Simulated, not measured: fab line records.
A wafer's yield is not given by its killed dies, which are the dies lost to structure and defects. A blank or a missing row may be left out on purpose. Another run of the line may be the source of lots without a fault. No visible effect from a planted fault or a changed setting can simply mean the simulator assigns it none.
Which of the tools did it? :: flow nand_harc :: 18 wafers from 6 lots sampled at 4 of the route's 1302 steps

WHAT EACH GAUGE READ, for each wafer
NHARC_END_SORT_01.
lot: L246
measured: day 25 12:48
on: prober-01
killed_at_other: 0 1 1

lot: L248
measured: day 26 01:20
on: prober-01
killed_at_other: 0 1 0

lot: L251
measured: day 27 10:03
on: prober-02
killed_at_other: 0 0 0

lot: L256
measured: day 29 16:53
on: prober-02
killed_at_other: 0 1 0

lot: L263
measured: day 33 11:44
on: prober-01
killed_at_other: 0 0 0

lot: L264
measured: day 33 11:43
on: prober-02
killed_at_other: 0 0 1

TOOL THAT RAN EACH LOT (tool first, then ch and the chambers of the sampled wafers, then the start)
lot: L246
NHARC_P_CONTACT_ALD_22: ald_metal-04 ch 0,3, day 6 16:32
NHARC_P_M0_ECD_22: ecd_cu-01 ch 0,1, day 6 20:44
NHARC_P_M0_CMP_23: cmp-01 ch 0,1, day 6 21:25

lot: L248
NHARC_P_CONTACT_ALD_22: ald_metal-02 ch 0,2,3, day 7 19:11
NHARC_P_M0_ECD_22: ecd_cu-02 ch 0,1, day 7 22:55
NHARC_P_M0_CMP_23: cmp-02 ch 0,1,3, day 7 23:37

lot: L251
NHARC_P_CONTACT_ALD_22: ald_metal-01 ch 0,1,2, day 8 20:01
NHARC_P_M0_ECD_22: ecd_cu-02 ch 0,1, day 8 23:29
NHARC_P_M0_CMP_23: cmp-03 ch 0,2, day 9 00:13

lot: L256
NHARC_P_CONTACT_ALD_22: ald_metal-04 ch 0,2, day 10 21:38
NHARC_P_M0_ECD_22: ecd_cu-02 ch 1, day 11 01:22
NHARC_P_M0_CMP_23: cmp-01 ch 2,3, day 11 02:05

lot: L263
NHARC_P_CONTACT_ALD_22: ald_metal-01 ch 0,2,3, day 14 00:20
NHARC_P_M0_ECD_22: ecd_cu-02 ch 1, day 14 03:57
NHARC_P_M0_CMP_23: cmp-01 ch 0,1,2, day 14 04:43

lot: L264
NHARC_P_CONTACT_ALD_22: ald_metal-01 ch 0,1,3, day 14 16:28
NHARC_P_M0_ECD_22: ecd_cu-02 ch 0,1, day 14 20:07
NHARC_P_M0_CMP_23: cmp-03 ch 0,2,3, day 14 20:50
- NHARC_P_CONTACT_ALD_22: deposits TiN, target thk 3 nm, pulse time 1 s, ald cycles 150.
- NHARC_P_M0_ECD_22: material Cu, target thk 400 nm.
- NHARC_P_M0_CMP_23: polishes, t overpolish 20 s, target thk 117.54 nm.

THE ANSWER, worked out from the rows above alone
Rule: the lots themselves supply what counts as usual. The widest of any qualifying gaps counts: lots, ordered by their means at a reading, are off when they make up no more than a third of the lots, leave a main group of 4 or more, and stand apart from it by 3 or more times the standard deviation of that group's means. Not used: any main group whose means are identical at the precision the tables above print for the reading. Also off: a lot with no number at a reading for which 4 or more lots have one. The other lots that the step has rows for count as sound.
No lot is off at any reading shown: from this, nothing can be told.

WHAT WAS PUT IN BY THE SIMULATOR
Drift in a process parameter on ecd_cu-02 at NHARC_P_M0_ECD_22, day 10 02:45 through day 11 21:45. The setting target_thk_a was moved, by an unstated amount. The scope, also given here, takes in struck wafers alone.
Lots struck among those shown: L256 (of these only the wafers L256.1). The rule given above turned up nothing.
